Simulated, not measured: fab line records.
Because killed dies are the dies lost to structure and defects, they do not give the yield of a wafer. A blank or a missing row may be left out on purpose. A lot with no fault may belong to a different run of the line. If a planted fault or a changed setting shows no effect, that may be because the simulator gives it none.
fab line records	flow n5-finfet	part 1 of 2: steps 1 to 4 of 6
[record] lots = 22	wafers = 66	last-day = 18
route steps=1938 shown HKMG_FIN@438 GATE_CUT@469
lots that met no fault: from a run of the same line without faults
start-h: hours from the record's opening day to when the first of the lot's shown wafers began	wait-h: hours from the lot's prior step to this one	" same as the row above	L1.1+2: a single row standing in for several wafers	- no value, or no start given	* or withheld: withheld	< > ~ a bound
route shown NAME@n: a module of which the file shows steps, and the number in the route of the first	usual: mean/standard deviation of fault-free wafers	same: alike in all rows	chamber/n: place in a boat	sites: each site's reading	_std_site: the values' standard deviation	_edge_site: mean of outer sites minus mean of inner sites	radius-mm: how far each site lies from the wafer's centre	mask NAME#n: copy n	behind: the tool/chamber that last shaped the wafer	hold: the reason the lot was held/the length of the hold in hours/how it ended	device: transistor that didn't switch, given as n, p or np	end of line: the tests these same wafers got at the end of their route	step lacking rows: just its recipe	killed: not the wafer's yield, but the dies lost to structure and defects at the first sort	map: a wafer's dies, marking killed ones x, the rest . and places with no die _
set.NAME: the setting the step ran with; set.NAME@STEP: the setting that earlier step ran with	model.NAME: the simulator's own value behind a step, which no gauge read
route steps across a sampled set of lots; one table per step, one row per wafer
services: the hour from which a tool's chamber was out of use, counted from the record's first day as start-h (under 0 if before that day), plus the number of hours and why
[[steps]]
[step N5_HKMG_FIN_ETCH_35]
[recipe] chemistry = N2/H2	target = SOC	target-depth-a = 2158	ion-energy-ev = 65	bias-w = 5	source-w = 3000	time-s = 243.4	pressure-mtorr = 30	n2-flow-sccm = 200	h2-flow-sccm = 200
[usual] drypump-motor-current-A = 5.8/0.42	n2-flow-sccm = 200.0/0.61	oes-product-au = 0.81/0.069	rf-vpp-V = 141.5/1	showerhead-plenum-p-Torr = 2.51/0.074	throttle-valve-pct = 17.81/0.21
lot.wafer	tool	chamber	start-h	wait-h	drypump-motor-current-A	n2-flow-sccm	oes-product-au	rf-hours-counter-h	rf-vpp-V	showerhead-plenum-p-Torr	throttle-valve-pct
L074.3	rie-diel-01	2	76.33	0.0	5.6	200.5	0.81	80	141.2	2.58	17.90
L074.4	"	3	"	"	6.1	199.6	0.81	71	141.7	2.47	17.69
L074.6	"	2	"	"	5.6	200.9	0.82	-	141.7	2.58	17.88
L075.1	rie-diel-02	3	81.68	0.0	5.9	199.9	0.80	96	143.3	2.68	17.48
L075.3	"	1	"	"	6.2	198.9	0.79	103	140.8	2.44	17.71
L075.5	"	2	"	"	5.7	199.1	0.97	-	140.8	2.51	18.13
L076.3	rie-diel-04	3	88.06	0.0	5.5	200.8	0.88	30	143.0	2.57	17.59
L076.5	"	3	"	"	5.5	200.6	0.88	-	143.5	2.57	17.57
L076.6	"	0	"	"	6.1	200.3	0.93	-	139.8	2.49	17.60
L077.1	rie-diel-01	1	96.46	0.0	5.0	199.8	0.70	233	140.7	2.39	18.01
L077.2	"	3	"	"	6.1	199.3	0.81	79	142.4	2.47	17.69
L077.6	"	2	"	"	5.6	200.6	0.80	-	142.5	2.58	17.91
L078.3	rie-diel-02	2	99.48	0.0	5.7	199.1	0.95	14	140.8	2.51	18.15
L078.5	"	0	"	"	5.3	199.9	0.72	-	141.0	2.54	17.95
L078.6	"	3	"	"	5.9	200.6	0.80	-	144.5	2.68	17.49
L079.2	rie-diel-02	1	110.30	0.0	6.1	200.4	0.78	114	140.4	2.44	17.74
L079.3	"	0	"	"	5.3	199.8	0.72	172	140.2	2.54	17.95
L079.6	"	2	"	"	5.7	200.1	0.92	-	142.1	2.51	18.15
L080.1	rie-diel-01	2	111.21	0.0	5.6	199.7	0.79	95	141.7	2.58	17.92
L080.2	"	0	"	"	6.2	198.9	0.88	34	142.2	2.47	17.63
L080.3	"	3	"	"	6.2	200.0	0.80	87	142.4	2.46	17.68
L081.1	rie-diel-02	1	119.92	0.0	6.1	200.5	0.78	119	141.0	2.43	17.74
L081.3	"	0	"	"	5.3	200.3	0.71	176	140.9	2.53	17.95
L081.6	"	1	"	"	6.1	200.0	0.77	-	140.0	2.43	17.74
L082.4	rie-diel-01	0	125.62	0.1	6.3	199.1	0.88	-	142.6	2.47	17.67
L082.5	"	0	"	"	6.2	199.4	0.88	-	141.9	2.47	17.65
L082.6	"	2	"	"	5.7	199.7	0.78	-	142.2	2.57	17.93
L083.3	rie-diel-02	1	131.81	0.0	6.2	200.2	0.77	125	140.0	2.43	17.75
L083.4	"	2	"	"	5.7	199.9	0.91	-	140.8	2.50	18.18
L083.6	"	1	"	"	6.1	200.0	0.77	-	140.8	2.43	17.75
L084.1	rie-diel-01	0	140.75	0.0	6.3	200.4	0.85	50	141.5	2.47	17.67
L084.4	"	2	"	"	5.7	199.6	0.78	112	143.3	2.57	17.93
L084.6	"	1	"	"	5.0	200.7	0.70	-	142.0	2.39	18.03
L085.2	rie-diel-04	2	141.31	0.0	4.7	200.6	0.91	29	142.6	2.59	17.52
L085.3	"	3	"	"	5.5	200.1	0.85	39	142.5	2.57	17.60
L085.4	"	1	"	"	5.4	200.7	0.77	125	140.2	2.47	18.08
L086.1	rie-diel-01	0	148.37	0.0	6.3	200.6	0.85	53	142.7	2.46	17.66
L086.2	"	1	"	"	5.1	199.0	0.69	244	141.1	2.39	18.04
L086.3	"	2	"	"	5.6	199.7	0.77	115	141.1	2.57	17.95
L087.1	rie-diel-02	2	153.93	0.0	5.7	200.4	0.89	39	141.5	2.50	18.17
L087.4	"	3	"	"	5.9	200.4	0.77	126	142.7	2.67	17.53
L087.5	"	3	"	"	5.9	200.4	0.77	-	142.3	2.67	17.54
L088.1	rie-diel-04	0	162.01	0.0	6.2	200.7	0.88	30	141.9	2.48	17.65
L088.3	"	1	"	"	5.3	200.0	0.76	134	140.1	2.46	18.11
L088.6	"	0	"	"	6.1	200.4	0.89	-	142.3	2.48	17.65
L089.3	rie-diel-01	2	167.53	0.0	5.6	199.8	0.76	122	142.1	2.57	17.96
L089.4	"	2	"	"	5.6	200.8	0.76	-	141.7	2.57	17.95
L089.6	"	3	"	"	6.2	200.4	0.78	-	141.4	2.46	17.74
L090.2	rie-diel-01	0	171.64	0.0	6.2	200.5	0.84	62	140.8	2.46	17.69
L090.4	"	3	"	"	6.1	199.9	0.78	-	140.5	2.45	17.73
L090.6	"	0	"	"	6.2	201.2	0.83	-	141.0	2.46	17.68
L093.2	rie-diel-02	1	189.71	0.0	6.1	200.1	0.75	145	140.6	2.42	17.77
L093.4	"	3	"	"	5.9	199.1	0.75	139	141.5	2.66	17.54
L093.5	"	1	"	"	6.1	200.0	0.75	-	141.2	2.42	17.80
L094.3	rie-diel-02	1	196.20	0.0	6.2	199.9	0.75	148	140.7	2.42	17.79
L094.4	"	0	"	"	5.2	200.6	0.69	202	141.9	2.52	18.00
L094.5	"	0	"	"	5.2	199.9	0.69	-	140.2	2.52	18.03
L095.2	rie-diel-01	3	204.20	0.0	6.2	199.4	0.76	124	140.4	2.45	17.77
L095.3	"	0	"	"	6.2	199.6	0.83	76	141.5	2.46	17.71
L095.5	"	0	"	"	6.2	200.1	0.83	-	141.7	2.45	17.73
L096.2	rie-diel-02	0	209.31	0.0	5.3	198.9	0.69	206	141.5	2.52	18.04
L096.4	"	1	"	"	6.1	199.2	0.75	153	139.6	2.42	17.80
L096.6	"	0	"	"	5.2	199.6	0.68	-	142.0	2.52	18.03
L097.2	rie-diel-04	0	214.44	0.0	6.1	201.1	0.84	52	142.3	2.47	17.68
L097.3	"	1	"	"	5.4	201.1	0.75	154	141.3	2.45	18.12
L097.5	"	1	"	"	5.4	201.8	0.74	-	141.1	2.45	18.13
[step N5_HKMG_FIN_STRIP_88]
[recipe] chemistry = N2/H2	power-w = 2500	temp-c = 300	h2-frac = 0.65	time-s = 360	pressure-mtorr = withheld	n2-flow-sccm = 1750	h2-flow-sccm = 3250
[usual] drypump-motor-current-A = 5.4/0.55	heater-power-w = 493/43	n2-flow-sccm = 1750/4.9
lot.wafer	tool	chamber	start-h	wait-h	drypump-motor-current-A	heater-power-w	n2-flow-sccm	rf-hours-counter-h
L074.3	plasma-asher-01	1	77.84	0.1	4.7	476	1747	-
L074.4	"	0	"	"	6.0	437	1755	-
L074.6	"	1	"	"	4.7	466	1754	-
L075.1	plasma-asher-02	0	82.96	0.0	5.1	548	1750	92
L075.3	"	1	"	"	5.9	507	1755	-
L075.5	"	0	"	"	5.1	565	1753	-
L076.3	plasma-asher-02	1	89.46	0.1	5.9	506	1747	-
L076.5	"	1	"	"	5.9	500	1739	-
L076.6	"	0	"	"	5.1	572	1749	-
L077.1	plasma-asher-01	1	97.79	0.0	4.7	461	1744	36
L077.2	"	0	"	"	6.0	445	1748	36
L077.6	"	0	"	"	6.0	447	1751	-
L078.3	plasma-asher-02	1	101.24	0.1	5.9	501	1754	-
L078.5	"	1	"	"	5.9	499	1750	-
L078.6	"	0	"	"	5.1	549	1743	-
L079.2	plasma-asher-02	0	111.67	0.0	5.1	551	1749	97
L079.3	"	0	"	"	5.1	548	1750	-
L079.6	"	0	"	"	5.1	550	1761	-
L080.1	plasma-asher-02	1	112.48	0.0	5.9	490	1751	97
L080.2	"	0	"	"	5.1	563	1749	97
L080.3	"	1	"	"	5.9	506	1752	-
L081.1	plasma-asher-01	0	121.34	0.0	6.0	433	1749	41
L081.3	"	0	"	"	6.0	460	1749	-
L081.6	"	0	"	"	6.0	448	1752	-
L082.4	plasma-asher-02	0	127.32	0.1	5.1	552	1749	-
L082.5	"	0	"	"	5.1	555	1754	-
L082.6	"	1	"	"	5.9	509	1756	-
L083.3	plasma-asher-01	0	133.20	0.1	6.0	449	1743	-
L083.4	"	1	"	"	4.7	463	1750	-
L083.6	"	1	"	"	4.7	469	1755	-
L084.1	plasma-asher-01	0	142.04	0.0	6.0	442	1754	45
L084.4	"	0	"	"	6.0	436	1760	-
L084.6	"	1	"	"	4.7	465	1757	-
L085.2	plasma-asher-02	1	142.57	0.0	5.9	514	1761	103
L085.3	"	0	"	"	5.1	552	1743	-
L085.4	"	1	"	"	5.9	504	1749	-
L086.1	plasma-asher-01	0	149.88	0.0	6.0	441	1747	47
L086.2	"	1	"	"	4.7	459	1743	47
L086.3	"	1	"	"	4.7	474	1745	-
L087.1	plasma-asher-01	1	155.20	0.0	4.7	470	1746	49
L087.4	"	1	"	"	4.7	467	1752	-
L087.5	"	0	"	"	6.0	443	1752	-
L088.1	plasma-asher-02	1	163.31	0.0	5.9	498	1745	106
L088.3	"	1	"	"	5.9	502	1752	-
L088.6	"	1	"	"	5.9	505	1750	-
L089.3	plasma-asher-01	0	168.92	0.1	6.0	453	1742	-
L089.4	"	1	"	"	4.7	465	1753	-
L089.6	"	1	"	"	4.7	468	1748	-
L090.2	plasma-asher-01	1	172.92	0.0	4.7	477	1745	53
L090.4	"	1	"	"	4.7	469	1742	-
L090.6	"	0	"	"	6.0	455	1753	-
L093.2	plasma-asher-02	1	191.12	0.1	5.9	501	1750	111
L093.4	"	0	"	"	5.1	550	1750	-
L093.5	"	0	"	"	5.1	539	1745	-
L094.3	plasma-asher-01	1	197.66	0.1	4.7	472	1754	-
L094.4	"	0	"	"	6.0	435	1750	-
L094.5	"	0	"	"	6.0	455	1754	-
L095.2	plasma-asher-02	1	205.48	0.0	5.9	495	1747	114
L095.3	"	1	"	"	5.9	497	1746	-
L095.5	"	0	"	"	5.1	566	1760	-
L096.2	plasma-asher-01	0	210.59	0.0	6.0	448	1749	61
L096.4	"	1	"	"	4.7	467	1752	-
L096.6	"	1	"	"	4.7	463	1751	-
L097.2	plasma-asher-02	1	215.71	0.0	5.9	495	1755	116
L097.3	"	0	"	"	5.1	563	1748	-
L097.5	"	1	"	"	5.9	503	1752	-
[step N5_GATE_CUT_ETCH_58]
[recipe] chemistry = CH3F/O2	target = SiNx	target-depth-a = 170	time-s = 128.6	ion-energy-ev = 50	pressure-mtorr = 30	source-w = 415	bias-w = 21	Ar_flow_sccm = 150	CH3F_flow_sccm = 30	O2_flow_sccm = 20
[usual] drypump-motor-current-A = 5.79/0.26	oes-product-au = 0.79/0.096	rf-vpp-V = 99.2/0.9	showerhead-plenum-p-Torr = 2.02/0.071	throttle-valve-pct = 16.28/0.27
lot.wafer	tool	chamber	start-h	wait-h	drypump-motor-current-A	oes-product-au	rf-hours-counter-h	rf-vpp-V	showerhead-plenum-p-Torr	throttle-valve-pct
L074.3	rie-diel-06	0	81.03	0.1	6.12	0.73	184	98.2	2.00	16.49
L074.4	"	2	"	"	5.82	0.79	137	98.0	2.00	16.37
L074.6	"	3	"	"	5.86	0.91	-	99.0	1.96	15.86
L075.1	rie-diel-03	0	86.25	0.1	5.61	0.99	6	99.4	2.05	16.02
L075.3	"	2	"	"	5.70	0.94	22	99.5	2.14	15.93
L075.5	"	2	"	"	5.68	0.94	-	99.7	2.14	15.94
L076.3	rie-diel-05	1	92.48	0.0	5.92	0.73	178	100.4	2.08	16.62
L076.5	"	2	"	"	6.07	0.72	-	98.0	1.91	16.55
L076.6	"	0	"	"	5.63	0.68	-	101.2	2.06	16.19
L077.1	rie-diel-05	2	101.13	0.0	6.02	0.71	172	97.9	1.91	16.57
L077.2	"	1	"	"	5.91	0.72	182	99.1	2.08	16.62
L077.6	"	1	"	"	5.90	0.72	-	99.5	2.08	16.62
L078.3	rie-diel-05	0	104.25	0.0	5.62	0.68	234	99.2	2.05	16.22
L078.5	"	0	"	"	5.65	0.68	-	98.3	2.05	16.21
L078.6	"	2	"	"	6.02	0.72	-	98.8	1.91	16.58
L079.2	rie-diel-06	1	115.15	0.0	5.41	0.78	135	101.0	2.08	16.29
L079.3	"	2	"	"	5.86	0.77	147	100.0	1.99	16.42
L079.6	"	1	"	"	5.41	0.78	-	98.7	2.08	16.28
L080.1	rie-diel-05	0	116.09	0.2	5.60	0.68	238	100.6	2.05	16.23
L080.2	"	3	"	"	5.64	0.97	3	99.5	2.04	16.12
L080.3	"	2	"	"	6.04	0.72	177	98.8	1.91	16.59
L081.1	rie-diel-05	1	124.88	0.1	5.92	0.72	189	97.9	2.08	16.64
L081.3	"	0	"	"	5.60	0.67	240	99.9	2.05	16.23
L081.6	"	1	"	"	5.92	0.71	-	99.2	2.08	16.64
L082.4	rie-diel-06	3	130.37	0.1	5.87	0.88	38	98.7	1.95	15.89
L082.5	"	2	"	"	5.81	0.77	-	99.3	1.99	16.42
L082.6	"	1	"	"	5.41	0.76	-	100.1	2.08	16.30
L083.3	rie-diel-03	0	136.41	0.2	5.60	0.95	21	98.7	2.05	16.05
L083.4	"	1	"	"	6.31	0.73	150	101.7	2.08	16.01
L083.6	"	3	"	"	5.46	0.81	-	98.1	1.94	16.39
L084.1	rie-diel-03	1	145.33	0.2	6.37	0.72	153	100.0	2.08	16.00
L084.4	"	3	"	"	5.45	0.80	108	98.9	1.94	16.41
L084.6	"	2	"	"	5.71	0.90	-	98.8	2.13	15.99
L085.2	rie-diel-03	2	145.76	0.1	5.71	0.91	37	99.7	2.14	15.98
L085.3	"	1	"	"	6.34	0.73	153	98.5	2.08	16.00
L085.4	"	0	"	"	5.62	0.93	24	98.7	2.04	16.07
L086.1	rie-diel-03	3	153.16	0.1	5.44	0.81	111	99.5	1.94	16.41
L086.2	"	1	"	"	6.33	0.72	155	100.7	2.08	16.01
L086.3	"	0	"	"	5.60	0.93	26	99.3	2.04	16.06
L087.1	rie-diel-03	1	158.55	0.0	6.33	0.72	156	99.0	2.08	16.01
L087.4	"	2	"	"	5.71	0.90	41	99.0	2.13	15.99
L087.5	"	3	"	"	5.44	0.81	-	98.4	1.94	16.39
L088.1	rie-diel-05	3	166.49	0.0	5.63	0.91	20	101.0	2.03	16.16
L088.3	"	1	"	"	5.93	0.70	204	100.2	2.07	16.65
L088.6	"	1	"	"	5.92	0.70	-	99.9	2.07	16.66
L089.3	rie-diel-03	2	171.97	0.0	5.73	0.89	44	101.4	2.13	15.98
L089.4	"	0	"	"	5.60	0.91	32	100.5	2.04	16.08
L089.6	"	2	"	"	5.71	0.89	-	98.7	2.13	15.99
L090.2	rie-diel-05	3	176.06	0.0	5.61	0.91	24	99.9	2.03	16.16
L090.4	"	1	"	"	5.92	0.70	207	98.8	2.07	16.65
L090.6	"	3	"	"	5.60	0.91	-	100.4	2.03	16.18
L093.2	rie-diel-05	1	194.32	0.0	5.90	0.69	213	99.4	2.07	16.67
L093.4	"	2	"	"	6.05	0.70	204	97.9	1.90	16.64
L093.5	"	2	"	"	6.05	0.70	-	99.4	1.90	16.62
L094.3	rie-diel-05	1	200.73	0.1	5.89	0.69	215	99.9	2.07	16.69
L094.4	"	2	"	"	6.10	0.69	-	97.8	1.90	16.65
L094.5	"	1	"	"	5.89	0.69	-	99.7	2.07	16.68
L095.2	rie-diel-05	2	208.77	0.0	6.00	0.69	210	100.6	1.90	16.63
L095.3	"	0	"	"	5.64	0.94	11	99.1	2.05	15.80
L095.5	"	2	"	"	6.00	0.70	-	98.1	1.90	16.64
L096.2	rie-diel-03	0	213.74	0.1	5.63	0.88	47	99.6	2.04	16.11
L096.4	"	2	"	"	5.70	0.87	59	101.3	2.13	16.02
L096.6	"	1	"	"	6.31	0.71	-	99.7	2.08	16.03
L097.2	rie-diel-03	3	218.86	0.0	5.47	0.78	127	97.3	1.93	16.44
L097.3	"	2	"	"	5.71	0.86	60	100.4	2.13	16.02
L097.5	"	0	"	"	5.62	0.89	-	98.5	2.04	16.11
[step N5_GATE_CUT_PECVD_57]
[recipe] material = SiNx	target-thk-a = 210	temp-c = 400	precursor = SiH4/NH3/N2	pressure-torr = 1.5	rf-w = 300
[usual] heater-power-w = 763/88	showerhead-plenum-p-Torr = 5.15/0.087	throttle-valve-pct = 39.0/2.3
lot.wafer	tool	chamber	start-h	wait-h	heater-power-w	showerhead-plenum-p-Torr	throttle-valve-pct
L074.3	pecvd-02	1	83.65	1.1	569	5.03	39.5
L074.4	"	0	"	"	696	5.12	41.6
L074.6	"	1	"	"	556	5.04	39.6
L075.1	pecvd-04	0	89.16	1.1	761	5.25	37.4
L075.3	"	2	"	"	815	5.18	36.1
L075.5	"	0	"	"	761	5.26	37.5
L076.3	pecvd-02	0	95.43	1.1	718	5.12	41.8
L076.5	"	0	"	"	714	5.12	41.9
L076.6	"	1	"	"	545	5.02	40.0
L077.1	pecvd-04	2	103.65	1.1	762	5.18	36.5
L077.2	"	0	"	"	792	5.25	37.8
L077.6	"	1	"	"	871	5.20	41.1
L078.3	pecvd-04	0	106.76	1.1	731	5.26	37.3
L078.5	"	0	"	"	710	5.26	37.5
L078.6	"	2	"	"	758	5.19	36.2
L079.2	pecvd-03	1	117.67	1.1	726	5.00	38.8
L079.3	"	0	"	"	866	5.22	38.4
L079.6	"	2	"	"	801	5.17	43.1
L080.1	pecvd-03	0	119.95	1.1	870	5.20	38.3
L080.2	"	2	"	"	756	5.17	42.9
L080.3	"	1	"	"	759	4.99	38.7
L081.1	pecvd-03	0	127.39	1.1	772	5.21	38.2
L081.3	"	1	"	"	719	4.99	39.3
L081.6	"	1	"	"	718	4.99	38.7
L082.4	pecvd-04	1	132.90	1.1	885	5.19	41.1
L082.5	"	2	"	"	766	5.18	36.7
L082.6	"	0	"	"	759	5.26	37.4
L083.3	pecvd-02	1	138.92	1.1	554	5.04	39.9
L083.4	"	0	"	"	666	5.10	41.7
L083.6	"	1	"	"	567	5.03	40.0
L084.1	pecvd-03	1	148.25	1.1	748	5.00	38.9
L084.4	"	0	"	"	882	5.22	38.1
L084.6	"	1	"	"	738	4.99	38.8
L085.2	pecvd-02	0	148.40	1.1	661	5.10	41.9
L085.3	"	2	"	"	762	5.21	35.3
L085.4	"	1	"	"	582	5.03	39.6
L086.1	pecvd-03	0	155.67	1.1	864	5.22	37.9
L086.2	"	2	"	"	771	5.15	42.7
L086.3	"	1	"	"	755	5.00	38.9
L087.1	pecvd-04	1	161.26	1.1	818	5.19	41.0
L087.4	"	2	"	"	775	5.19	36.6
L087.5	"	1	"	"	826	5.18	41.1
L088.1	pecvd-04	0	169.01	1.1	747	5.26	37.7
L088.3	"	2	"	"	780	5.19	36.7
L088.6	"	1	"	"	860	5.19	40.9
L089.3	pecvd-03	0	174.67	1.1	712	5.20	38.2
L089.4	"	0	"	"	724	5.21	38.2
L089.6	"	2	"	"	787	5.17	42.8
L090.2	pecvd-03	0	178.57	1.1	849	5.21	38.6
L090.4	"	1	"	"	723	5.00	38.6
L090.6	"	2	"	"	803	5.17	42.8
L093.2	pecvd-03	1	196.83	1.1	737	4.98	39.0
L093.4	"	2	"	"	770	5.16	42.6
L093.5	"	0	"	"	878	5.21	38.6
L094.3	pecvd-02	1	203.47	1.1	585	5.05	39.7
L094.4	"	2	"	"	847	5.22	35.3
L094.5	"	1	"	"	579	5.03	39.5
L095.2	pecvd-04	1	211.31	1.1	861	5.18	40.9
L095.3	"	0	"	"	774	5.24	37.6
L095.5	"	2	"	"	802	5.18	36.8
L096.2	pecvd-04	1	216.35	1.1	856	5.19	41.0
L096.4	"	0	"	"	677	5.26	37.8
L096.6	"	2	"	"	822	5.18	36.8
L097.2	pecvd-03	1	221.55	1.1	762	5.00	39.0
L097.3	"	0	"	"	855	5.22	38.4
L097.5	"	0	"	"	871	5.21	38.4
